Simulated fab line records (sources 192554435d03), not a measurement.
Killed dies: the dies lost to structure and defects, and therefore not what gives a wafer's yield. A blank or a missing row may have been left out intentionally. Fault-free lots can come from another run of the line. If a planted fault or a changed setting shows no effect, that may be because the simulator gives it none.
fab line records	flow n5Finfet	part 1 of 2: steps 1 to 4 of 6
[record] lots = 19	wafers = 57	lastDay = 18
route steps=1938 shown MOL_CONTACT_COAG@528
lots that met no fault: from a run of the same line without faults
startH: hours from the record's opening day to when the first of the lot's shown wafers began	waitH: how many hours have passed since the lot's step before this one	" the same as in the row above	L1.1+2: a single row standing in for several wafers	- no value present, or no start provided	* or withheld: withheld	< > ~ a bound
route shown NAME@n: NAME is a module with steps in the file, n the number in the route of the first one	usual: mean/standard deviation of fault-free wafers	same: alike in all rows	chamber/n: place in a boat	sites: each site's reading	_std_site: the standard deviation of these	_edge_site: outer sites' mean less inner sites'	radiusMm: how far each site lies from the wafer's centre	mask NAME#n: copy n	behind: the tool/chamber that last shaped the wafer	hold: why the lot was held/for how many hours/how that ended	device: the n, p or np transistor that did not switch	end of line: at the end of the route, the tests of the same wafers	a step given without rows: its recipe and nothing more	killed: dies lost to structure and defects at the first sort, not the wafer's yield	map: dies across one wafer; x = killed, . = not, _ = none there
set.NAME: the setting as run; set.NAME@STEP: as run at that earlier step	model.NAME: the simulator's own value behind a step, which no gauge read
the route's steps for a sample of lots (tables are steps, rows are wafers)
services: from which hour (startH, from the record's first day; less than 0 if before it) a tool's chamber was out of use, for how many hours, and why
[[steps]]
[step N5_MOL_CONTACT_COAG_INSPECT_10]
[recipe] mode = adi	inspectInstrument = brightfield
[usual] rawDefectCount = 70/28
lot.wafer	tool	chamber	startH	waitH	rawDefectCount
L074.3	defectInspect-02	-	88.60	0.0	110
L074.4	"	-	"	"	98
L074.6	"	-	"	"	73
L075.1	defectInspect-01	-	95.99	0.1	103
L075.2	"	-	"	"	143
L075.4	"	-	"	"	100
L076.2	defectInspect-02	-	106.02	0.0	52
L076.3	"	-	"	"	99
L076.5	"	-	"	"	68
L077.1	defectInspect-02	-	110.11	0.1	112
L077.3	"	-	"	"	180
L077.5	"	-	"	"	141
L078.1	defectInspect-02	-	115.46	0.1	38
L078.3	"	-	"	"	81
L078.6	"	-	"	"	57
L079.3	defectInspect-01	-	126.66	0.0	69
L079.4	"	-	"	"	102
L079.5	"	-	"	"	54
L081.2	defectInspect-01	-	128.23	0.0	63
L081.4	"	-	"	"	76
L081.6	"	-	"	"	87
L082.3	defectInspect-01	-	138.37	0.0	61
L082.5	"	-	"	"	66
L082.6	"	-	"	"	52
L084.1	defectInspect-01	-	154.99	0.1	106
L084.4	"	-	"	"	87
L084.6	"	-	"	"	75
L085.2	defectInspect-01	-	155.04	0.0	53
L085.3	"	-	"	"	45
L085.6	"	-	"	"	41
L086.2	defectInspect-02	-	163.64	0.0	94
L086.5	"	-	"	"	79
L086.6	"	-	"	"	61
L087.1	defectInspect-01	-	170.54	0.1	54
L087.2	"	-	"	"	53
L087.6	"	-	"	"	52
L088.4	defectInspect-01	-	175.74	0.0	69
L088.5	"	-	"	"	79
L088.6	"	-	"	"	49
L089.3	defectInspect-01	-	177.20	0.0	44
L089.4	"	-	"	"	47
L089.5	"	-	"	"	49
L090.2	defectInspect-01	-	186.56	0.0	60
L090.3	"	-	"	"	98
L090.4	"	-	"	"	78
L093.1	defectInspect-02	-	201.96	0.1	44
L093.3	"	-	"	"	61
L093.4	"	-	"	"	58
L094.1	defectInspect-01	-	211.58	0.1	57
L094.3	"	-	"	"	54
L094.4	"	-	"	"	75
L096.2	defectInspect-02	-	222.18	0.0	60
L096.3	"	-	"	"	77
L096.4	"	-	"	"	33
L097.2	defectInspect-01	-	223.12	0.0	35
L097.4	"	-	"	"	38
L097.5	"	-	"	"	47
[step N5_MOL_CONTACT_COAG_STRIP_98]
[recipe] chemistry = N2/H2	powerW = 500	tempC = 40	pressureMtorr = 50	rfFrequencyHz = 6e+07	overashFraction = 0.3	biasPowerW = 8	h2Frac = 0.5	n2FlowSccm = 300	h2FlowSccm = 300
[usual] drypumpMotorCurrentA = 5.8/0.48	n2FlowSccm = 299.9/0.89	oesProductAu = 0.82/0.083	rfVppV = 54.0/1.7	showerheadPlenumPTorr = 3.33/0.096	tempC = 39.99/0.1	throttleValvePct = 18.72/0.28
lot.wafer	tool	chamber	startH	waitH	drypumpMotorCurrentA	n2FlowSccm	oesProductAu	rfHoursCounterH	rfVppV	showerheadPlenumPTorr	tempC	throttleValvePct
L074.3	rieDiel-04	2	90.59	0.0	5.5	299.2	0.76	141	55.5	3.37	40.03	18.89
L074.4	"	2	"	"	5.5	299.7	0.74	-	52.8	3.37	39.96	18.91
L074.6	"	1	"	"	5.3	299.5	0.88	-	55.0	3.55	39.99	18.89
L075.1	rieDiel-06	2	96.36	0.0	5.8	301.5	0.71	235	55.3	3.32	39.99	19.18
L075.2	"	3	"	"	5.5	299.8	0.92	11	55.3	3.29	39.93	18.11
L075.4	"	0	"	"	5.4	299.5	0.87	56	53.6	3.54	39.84	18.49
L076.2	rieDiel-06	3	106.38	0.0	5.5	300.3	0.91	13	54.0	3.29	39.88	18.12
L076.3	"	1	"	"	6.0	300.6	0.74	169	52.8	3.22	39.96	18.80
L076.5	"	2	"	"	5.8	300.3	0.69	-	54.7	3.32	39.95	19.18
L077.1	rieDiel-05	1	110.47	0.0	5.9	300.9	0.93	21	53.3	3.30	39.79	18.77
L077.3	"	3	"	"	6.7	299.9	0.78	123	52.7	3.38	39.84	18.84
L077.5	"	1	"	"	5.9	299.0	0.92	-	51.8	3.30	39.84	18.75
L078.1	rieDiel-06	2	115.83	0.0	5.8	300.5	0.69	242	53.4	3.32	40.26	19.20
L078.3	"	3	"	"	5.5	299.5	0.92	18	53.2	3.29	39.98	18.15
L078.6	"	0	"	"	5.3	300.4	0.84	-	53.7	3.53	40.00	18.49
L079.3	rieDiel-05	2	127.23	0.0	5.2	299.8	0.67	247	54.3	3.30	39.93	18.94
L079.4	"	1	"	"	5.9	301.2	0.90	-	53.3	3.30	39.90	18.77
L079.5	"	2	"	"	5.1	300.5	0.67	-	55.3	3.30	39.93	18.98
L081.2	rieDiel-05	2	128.59	0.0	5.1	299.1	0.66	248	55.7	3.30	39.85	18.95
L081.4	"	1	"	"	5.9	299.4	0.92	-	55.0	3.30	39.97	18.78
L081.6	"	2	"	"	5.1	299.1	0.67	-	54.2	3.30	39.95	18.98
L082.3	rieDiel-06	0	138.99	0.0	5.4	300.2	0.85	67	56.9	3.53	39.84	18.54
L082.5	"	2	"	"	5.8	300.0	0.69	-	48.9	3.32	40.02	19.24
L082.6	"	3	"	"	5.4	299.9	0.88	-	54.8	3.29	40.12	18.12
L084.1	rieDiel-05	0	155.47	0.0	6.1	301.3	0.92	11	54.1	3.30	40.10	18.61
L084.4	"	2	"	"	5.1	300.0	0.98	2	55.2	3.30	40.22	18.55
L084.6	"	1	"	"	5.9	300.9	0.88	-	57.8	3.29	40.06	18.79
L085.2	rieDiel-04	3	155.55	0.0	5.8	301.4	0.91	13	56.2	3.42	40.02	18.74
L085.3	"	2	"	"	5.5	300.2	0.73	166	55.5	3.36	39.82	18.95
L085.6	"	1	"	"	5.3	299.0	0.84	-	56.5	3.54	40.02	18.92
L086.2	rieDiel-04	3	164.33	0.0	5.9	301.7	0.90	17	52.0	3.42	39.94	18.73
L086.5	"	2	"	"	5.5	301.8	0.73	-	53.8	3.36	39.94	18.92
L086.6	"	3	"	"	5.9	299.1	0.91	-	53.1	3.42	39.79	18.77
L087.1	rieDiel-05	2	171.23	0.0	5.1	300.4	0.92	7	54.8	3.30	40.06	18.57
L087.2	"	3	"	"	6.7	298.7	0.75	148	55.5	3.37	40.09	18.83
L087.6	"	1	"	"	5.9	300.3	0.88	-	55.6	3.29	40.07	18.82
L088.4	rieDiel-05	2	176.10	0.0	5.1	299.5	0.93	9	52.6	3.29	40.00	18.57
L088.5	"	3	"	"	6.7	300.7	0.75	-	54.1	3.37	39.78	18.88
L088.6	"	2	"	"	5.1	300.0	0.92	-	50.7	3.29	40.10	18.54
L089.3	rieDiel-06	3	177.56	0.0	5.5	300.3	0.86	41	53.2	3.28	39.94	18.15
L089.4	"	1	"	"	6.0	301.1	0.73	-	52.3	3.20	40.01	18.86
L089.5	"	3	"	"	5.5	300.0	0.87	-	55.6	3.28	40.13	18.18
L090.2	rieDiel-06	3	186.92	0.0	5.4	300.1	0.83	43	54.1	3.28	39.93	18.17
L090.3	"	0	"	"	5.3	299.2	0.83	86	54.3	3.52	40.16	18.56
L090.4	"	1	"	"	6.0	300.2	0.72	200	55.6	3.20	39.87	18.85
L093.1	rieDiel-05	0	202.32	0.0	6.0	299.1	0.87	28	54.4	3.29	39.93	18.68
L093.3	"	3	"	"	6.7	298.5	0.74	159	54.3	3.36	40.01	18.83
L093.4	"	2	"	"	5.1	299.0	0.89	18	55.5	3.29	39.97	18.58
L094.1	rieDiel-05	3	212.13	0.0	6.6	299.8	0.74	163	52.8	3.36	39.95	18.89
L094.3	"	2	"	"	5.1	299.9	0.90	22	53.7	3.29	40.20	18.61
L094.4	"	1	"	"	5.9	299.6	0.87	61	52.5	3.28	40.15	18.83
L096.2	rieDiel-05	0	222.62	0.0	6.1	300.5	0.88	35	56.4	3.29	39.90	18.67
L096.3	"	2	"	"	5.1	298.9	0.89	25	56.2	3.29	40.08	18.55
L096.4	"	1	"	"	5.9	301.8	0.85	64	52.9	3.28	40.10	18.86
L097.2	rieDiel-05	1	223.48	0.0	5.9	300.4	0.85	64	51.2	3.28	39.96	18.83
L097.4	"	3	"	"	6.7	299.0	0.74	166	55.7	3.36	40.10	18.91
L097.5	"	3	"	"	6.7	300.1	0.73	-	52.7	3.36	39.98	18.90
[step N5_MOL_CONTACT_COAG_ETCH_90]
[recipe] chemistry = CF4	target = SiARC	targetDepthA = 130	maskMaterial = CAR-EUV	timeS = 21.7	ionEnergyEv = 80	pressureMtorr = 40	sourceW = 545	biasW = 36	Ar_flow_sccm = 100	cf4FlowSccm = 100	ends = cleared
[usual] drypumpMotorCurrentA = 5.8/0.47	etchRfOnTimeS = 21.63/0.24	oesProductAu = 0.71/0.07	rfVppV = 183.8/1.2	showerheadPlenumPTorr = 2.12/0.066	throttleValvePct = 15.53/0.2
lot.wafer	tool	chamber	startH	waitH	drypumpMotorCurrentA	etchRfOnTimeS	oesProductAu	rfHoursCounterH	rfVppV	showerheadPlenumPTorr	throttleValvePct
L074.3	rieDiel-04	1	105.81	0.0	5.3	21.56	0.73	45	185.7	2.26	15.59
L074.4	"	3	"	"	5.9	21.39	0.82	1	185.1	2.19	15.36
L074.6	"	0	"	"	6.6	21.52	0.62	-	182.8	2.04	15.49
L075.1	rieDiel-06	3	108.65	0.0	5.4	21.46	0.77	15	183.5	2.11	15.13
L075.2	"	2	"	"	5.8	22.06	0.60	239	183.0	2.11	15.73
L075.4	"	2	"	"	5.8	22.07	0.59	-	183.8	2.11	15.76
L076.2	rieDiel-05	3	116.83	0.0	6.7	21.59	0.67	125	183.8	2.16	15.65
L076.3	"	2	"	"	5.1	22.06	0.57	243	184.5	2.11	15.72
L076.5	"	2	"	"	5.1	21.87	0.58	-	183.4	2.11	15.71
L077.1	rieDiel-04	1	120.74	0.0	5.3	21.46	0.72	49	186.3	2.26	15.57
L077.3	"	3	"	"	5.8	21.41	0.80	6	185.1	2.19	15.38
L077.5	"	0	"	"	6.7	21.48	0.63	-	183.9	2.04	15.50
L078.1	rieDiel-06	0	126.96	0.0	5.4	21.53	0.74	63	184.0	2.27	15.64
L078.3	"	1	"	"	6.0	21.93	0.63	176	182.3	2.05	15.56
L078.6	"	0	"	"	5.3	21.57	0.73	-	186.9	2.27	15.64
L079.3	rieDiel-05	0	137.41	0.0	6.1	21.35	0.83	2	183.3	2.11	15.56
L079.4	"	3	"	"	6.6	21.67	0.66	-	184.1	2.16	15.68
L079.5	"	0	"	"	6.0	21.25	0.83	-	185.0	2.11	15.59
L081.2	rieDiel-06	3	140.51	0.0	5.4	21.84	0.75	26	182.7	2.11	15.16
L081.4	"	1	"	"	6.0	21.78	0.63	-	181.9	2.05	15.57
L081.6	"	3	"	"	5.4	21.83	0.74	-	182.8	2.11	15.15
L082.3	rieDiel-06	3	148.99	0.0	5.5	21.47	0.75	30	183.2	2.11	15.17
L082.5	"	0	"	"	5.3	21.60	0.72	-	185.6	2.26	15.67
L082.6	"	1	"	"	6.0	21.92	0.62	-	182.0	2.05	15.59
L084.1	rieDiel-05	3	163.29	0.0	6.6	21.87	0.65	145	185.1	2.15	15.69
L084.4	"	2	"	"	5.1	21.63	0.81	5	184.5	2.11	15.26
L084.6	"	3	"	"	6.7	22.15	0.64	-	183.3	2.15	15.70
L085.2	rieDiel-04	3	164.79	0.0	5.8	21.59	0.77	18	183.6	2.18	15.40
L085.3	"	1	"	"	5.3	21.79	0.71	66	186.8	2.26	15.61
L085.6	"	0	"	"	6.7	21.88	0.61	-	182.8	2.03	15.54
L086.2	rieDiel-04	3	174.67	0.0	5.8	21.52	0.76	21	184.4	2.18	15.40
L086.5	"	0	"	"	6.7	21.75	0.60	-	183.0	2.03	15.53
L086.6	"	3	"	"	5.9	21.48	0.77	-	184.9	2.18	15.39
L087.1	rieDiel-05	2	183.17	0.0	5.1	21.22	0.81	12	184.0	2.10	15.26
L087.2	"	1	"	"	5.9	21.20	0.76	50	182.7	2.09	15.52
L087.6	"	0	"	"	6.0	21.14	0.78	-	183.1	2.11	15.61
L088.4	rieDiel-06	3	187.17	0.0	5.4	21.49	0.72	43	182.5	2.10	15.16
L088.5	"	1	"	"	6.0	21.64	0.62	-	183.3	2.05	15.61
L088.6	"	0	"	"	5.3	21.23	0.71	-	184.5	2.26	15.69
L089.3	rieDiel-06	3	191.89	0.0	5.5	21.64	0.73	44	184.5	2.10	15.20
L089.4	"	1	"	"	6.0	21.83	0.61	201	181.4	2.04	15.58
L089.5	"	3	"	"	5.5	21.61	0.73	-	182.8	2.10	15.20
L090.2	rieDiel-06	2	197.48	0.0	5.8	21.57	0.78	12	183.4	2.10	15.30
L090.3	"	1	"	"	6.0	21.59	0.61	203	183.9	2.04	15.62
L090.4	"	3	"	"	5.5	21.68	0.72	47	183.9	2.10	15.19
L093.1	rieDiel-05	1	215.32	0.0	5.9	21.82	0.74	61	182.6	2.08	15.55
L093.3	"	0	"	"	6.0	21.39	0.75	32	183.4	2.10	15.65
L093.4	"	2	"	"	5.1	21.70	0.78	22	185.0	2.10	15.29
L094.1	rieDiel-05	3	222.76	0.0	6.7	22.23	0.63	165	185.1	2.15	15.74
L094.3	"	0	"	"	6.1	21.44	0.74	35	183.3	2.10	15.65
L094.4	"	1	"	"	5.9	21.74	0.73	64	184.7	2.08	15.55
L096.2	rieDiel-05	0	231.88	0.0	6.0	21.20	0.75	37	183.7	2.10	15.66
L096.3	"	3	"	"	6.7	21.84	0.64	168	183.7	2.15	15.74
L096.4	"	1	"	"	5.9	21.61	0.73	67	185.1	2.08	15.56
L097.2	rieDiel-06	1	235.00	0.0	6.0	21.86	0.61	215	184.7	2.04	15.63
L097.4	"	0	"	"	5.3	21.58	0.69	102	185.6	2.25	15.73
L097.5	"	1	"	"	6.0	21.71	0.61	-	183.8	2.04	15.65
[step N5_MOL_CONTACT_COAG_ALD_131]
[recipe] material = SiO2	targetThkA = 50	tempC = 100	aldPrecursorFamily = BDEAS	aldCoReactant = O2-plasma	pulseTimeS = 1	coReactantPulseTimeS = 1	purgeTimeS = 2	coReactantPurgeTimeS = 2	aldCycles = 35	pressureTorr = 2
[usual] heaterPowerW = 80/10	precursorPulseHeightRel = 1.001/0.019	susceptorTempC = 99.98/0.11
[same] coReactantPurgeTimeS = 2
lot.wafer	tool	chamber	startH	waitH	heaterPowerW	precursorPulseHeightRel	susceptorTempC
L074.3	aldSin-03	3	105.95	0.1	61	1.003	100.09
L074.4	"	2	"	"	73	1.004	100.00
L074.6	"	3	"	"	62	0.965	99.88
L075.1	aldSin-02	1	109.12	0.4	78	1.003	99.89
L075.2	"	0	"	"	89	0.982	99.95
L075.4	"	3	"	"	76	1.021	100.03
L076.2	aldSin-03	2	116.91	0.1	72	1.038	100.11
L076.3	"	1	"	"	91	0.993	100.00
L076.5	"	3	"	"	62	0.988	99.83
L077.1	aldSin-04	0	120.82	0.1	85	1.016	99.86
L077.3	"	2	"	"	91	1.014	99.95
L077.5	"	3	"	"	96	0.994	100.02
L078.1	aldSin-04	0	127.04	0.1	85	1.010	100.27
L078.3	"	2	"	"	88	1.000	99.90
L078.6	"	1	"	"	72	0.986	99.84
L079.3	aldSin-02	3	137.87	0.4	78	1.017	99.89
L079.4	"	0	"	"	89	1.012	99.94
L079.5	"	0	"	"	89	0.982	99.89
L081.2	aldSin-04	2	140.59	0.1	89	1.009	100.00
L081.4	"	1	"	"	73	0.995	100.03
L081.6	"	1	"	"	71	1.006	100.01
L082.3	aldSin-03	1	149.07	0.1	92	0.974	99.93
L082.5	"	2	"	"	72	0.995	99.78
L082.6	"	3	"	"	61	1.013	99.90
L084.1	aldSin-04	3	163.37	0.1	100	1.051	99.76
L084.4	"	0	"	"	86	0.983	100.11
L084.6	"	1	"	"	74	0.996	100.13
L085.2	aldSin-02	3	164.87	0.1	78	1.035	99.95
L085.3	"	2	"	"	76	0.982	100.06
L085.6	"	1	"	"	79	1.019	99.87
L086.2	aldSin-04	1	174.77	0.1	72	0.993	99.99
L086.5	"	1	"	"	72	0.996	100.02
L086.6	"	0	"	"	84	0.993	99.87
L087.1	aldSin-02	2	183.25	0.1	76	0.970	100.03
L087.2	"	1	"	"	81	1.017	99.90
L087.6	"	2	"	"	77	1.012	100.06
L088.4	aldSin-03	2	187.57	0.4	72	1.010	100.02
L088.5	"	1	"	"	93	1.009	99.90
L088.6	"	2	"	"	72	1.030	99.98
L089.3	aldSin-02	2	192.05	0.1	76	1.015	100.14
L089.4	"	1	"	"	80	0.998	100.00
L089.5	"	2	"	"	76	0.984	99.97
L090.2	aldSin-02	1	197.56	0.1	79	0.990	99.85
L090.3	"	3	"	"	76	0.999	100.11
L090.4	"	3	"	"	75	1.004	99.94
L093.1	aldSin-03	3	215.52	0.2	60	0.998	99.93
L093.3	"	0	"	"	82	0.988	99.97
L093.4	"	2	"	"	71	0.998	99.93
L094.1	aldSin-02	2	222.84	0.1	76	1.021	99.78
L094.3	"	3	"	"	77	1.042	100.21
L094.4	"	3	"	"	76	0.969	99.97
L096.2	aldSin-03	0	231.96	0.1	83	0.987	99.85
L096.3	"	1	"	"	94	1.009	99.99
L096.4	"	2	"	"	74	0.970	100.17
L097.2	aldSin-03	3	235.08	0.1	63	1.005	99.83
L097.4	"	1	"	"	94	1.030	99.98
L097.5	"	3	"	"	61	0.994	99.91
